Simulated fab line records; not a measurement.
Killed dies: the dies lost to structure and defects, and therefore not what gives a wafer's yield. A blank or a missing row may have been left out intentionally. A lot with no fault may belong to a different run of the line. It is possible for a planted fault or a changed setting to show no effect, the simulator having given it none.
Chamber matching || flow n5_finfet || pecvd-01 running N5_BEOL_M7_PECVD_70: 3 sister chambers
The step deposits SiO2 from TEOS/O2, target thk 20 nm, time 22.7 s. 3 wafers are shown with their chamber, then 7 later ones without.

== EACH WAFER AND ITS CHAMBER ==
{"wafer": "L082.4", "chamber": 1, "showerhead_plenum_p_Torr (Torr)": 8.89}
{"wafer": "L082.6", "chamber": 2, "showerhead_plenum_p_Torr (Torr)": 8.61}
{"wafer": "L084.5", "chamber": 0, "showerhead_plenum_p_Torr (Torr)": 8.62}

== WAFERS WITHOUT THEIR CHAMBER ==
{"wafer": "L084.6", "showerhead_plenum_p_Torr (Torr)": 8.62}
{"wafer": "L086.2", "showerhead_plenum_p_Torr (Torr)": 8.61}
{"wafer": "L086.4", "showerhead_plenum_p_Torr (Torr)": 8.94}
{"wafer": "L086.5", "showerhead_plenum_p_Torr (Torr)": 8.62}
{"wafer": "L093.1", "showerhead_plenum_p_Torr (Torr)": 8.94}
{"wafer": "L093.2", "showerhead_plenum_p_Torr (Torr)": 8.63}
{"wafer": "L093.6", "showerhead_plenum_p_Torr (Torr)": 8.94}

== WHICH CHAMBER EACH ONE RAN IN ==
{"wafer": "L084.6", "from the rows above": "can't be placed: 0 or 2", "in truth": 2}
{"wafer": "L086.2", "from the rows above": "can't be placed: 2 or 0", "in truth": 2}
{"wafer": "L086.4", "from the rows above": 1, "in truth": 1}
{"wafer": "L086.5", "from the rows above": "can't be placed: 0 or 2", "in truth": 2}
{"wafer": "L093.1", "from the rows above": 1, "in truth": 1}
{"wafer": "L093.2", "from the rows above": "can't be placed: 0 or 2", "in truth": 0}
{"wafer": "L093.6", "from the rows above": 1, "in truth": 1}
Placed correctly: 3 of 7. From these rows, 4 cannot be placed; in 4 the true chamber is one of the candidates. Wrongly placed: 0.
How it was worked out, from the rows above alone: a wafer's distance from a chamber is the root of the sum, over the readings, of the square of ((its reading less the chamber's mean) divided by the reading's scatter). The wafer belongs to the nearest chamber; if the next one is less than 2 further off, it can't be placed. Each chamber's mean is taken over the wafers shown for it. The scatter: with one shown wafer a chamber, the root of the mean of the squares of how far each hidden wafer lies from its nearest shown one.
